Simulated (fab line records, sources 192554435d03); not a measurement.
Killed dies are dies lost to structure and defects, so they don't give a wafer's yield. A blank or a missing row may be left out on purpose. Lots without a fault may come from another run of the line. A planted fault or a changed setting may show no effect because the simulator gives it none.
Split-lot experiment | flow n5_finfet | 7 lots, 21 wafers read, on a route of 1938 steps

THE SPLIT
At N5_BEOL_M6_ETCH_62 (etches SOC in N2/H2, target depth 110 nm, overetch 22 nm, time 165 s), the setting bias_w was moved away from the recipe's 150 W on 5 of the 21 wafers read, by -7.7% to +13.4%. The other wafers ran this setting at the recipe's value.

The reading is taken at the split's own step.

THE READING
rf_vpp_V, in V, at N5_BEOL_M6_ETCH_62 (etches SOC in N2/H2, target depth 110 nm, overetch 22 nm, time 165 s). Fault-free wafers of this fab line usually give 524.7 V, standard deviation 2.4 V.

wafer  | tool, chamber at the split | bias_w as run, W | against the recipe | rf_vpp_V, V | against lot-mates on the recipe
L075.2 | rie_diel-02, 1             | 150              | recipe             | 524.0       | -
L075.4 | rie_diel-02, 0             | 150              | recipe             | 521.6       | -
L075.5 | rie_diel-02, 1             | 138.5            | -7.7%              | 499.4       | -23.4
L077.1 | rie_diel-04, 2             | 167.8            | +11.9%             | 563.4       | +37.7
L077.3 | rie_diel-04, 3             | 150              | recipe             | 527.2       | -
L077.5 | rie_diel-04, 2             | 150              | recipe             | 524.1       | -
L080.2 | rie_diel-04, 3             | 150              | recipe             | 526.2       | -
L080.5 | rie_diel-04, 0             | 150              | recipe             | 529.3       | -
L080.6 | rie_diel-04, 2             | 150              | recipe             | 525.5       | -
L085.2 | rie_diel-01, 3             | 150              | recipe             | 520.7       | -
L085.3 | rie_diel-01, 1             | 150              | recipe             | 520.5       | -
L085.4 | rie_diel-01, 0             | 150              | recipe             | 520.8       | -
L095.3 | rie_diel-02, 2             | 150              | recipe             | 526.8       | -
L095.4 | rie_diel-02, 0             | 150              | recipe             | 521.4       | -
L095.6 | rie_diel-02, 2             | 150              | recipe             | 526.3       | -
L097.3 | rie_diel-02, 0             | 150              | recipe             | 520.5       | -
L097.4 | rie_diel-02, 2             | 170.1            | +13.4%             | 569.4       | +47.0
L097.5 | rie_diel-02, 1             | 150              | recipe             | 524.3       | -
L096.1 | rie_diel-02, 1             | 150              | recipe             | 524.3       | -
L096.3 | rie_diel-02, 3             | 159.1            | +6.1%              | 543.9       | +19.6
L096.4 | rie_diel-02, 2             | 159.1            | +6.1%              | 545.8       | +21.5

THE FIT
A straight line over all 21 wafers: rf_vpp_V changes by +3.35 V for each +1% of bias_w; r = +0.99; the points scatter about the line by 2.5 V.
The same after taking each lot's own level away (the mean of its wafers on the recipe; 21 wafers): +3.32 V for each +1%; r = +0.99; scatter 1.7 V.
On that fit, the largest move of bias_w shifts the reading by 44 V.
The lots' own levels span 520.67 to 527.00 V, that is 2.6 times the standard deviation above.
So the lot-to-lot level changes the slope little: the two slopes agree.
Check: with one of the wafers moved furthest among these (+13.4%) left out of the fit, the line predicts +43 V for it against its lot-mates. It came out at +47 V against them.
Tool readings at the split's step, against how far the setting was moved: rf_vpp_V r = +0.99.

OTHER SPLITS ON THESE WAFERS
These wafers also went through other splits before the reading. Each is held against what the fit with the lots' levels taken away leaves over:
other split on the same wafers    | wafers away from the commonest value | r with rf_vpp_V (lot level and that fit taken away)
N5_BEOL_M2_DESCUM_33 time_s       | 4                                    | +0.33
N5_BEOL_M2_VIA_ETCH_34 time_s     | 6                                    | +0.09
N5_BEOL_M3_HM_DEP_02 target_thk_a | 6                                    | +0.21
N5_BEOL_M3_COAT_05 spin_rpm       | 6                                    | +0.09
N5_BEOL_M5_COAT_59 spin_rpm       | 6                                    | +0.38

THE FILE'S OWN FIT
rf_vpp_V changes by +3.32 V for each +1% of bias_w, r = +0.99.
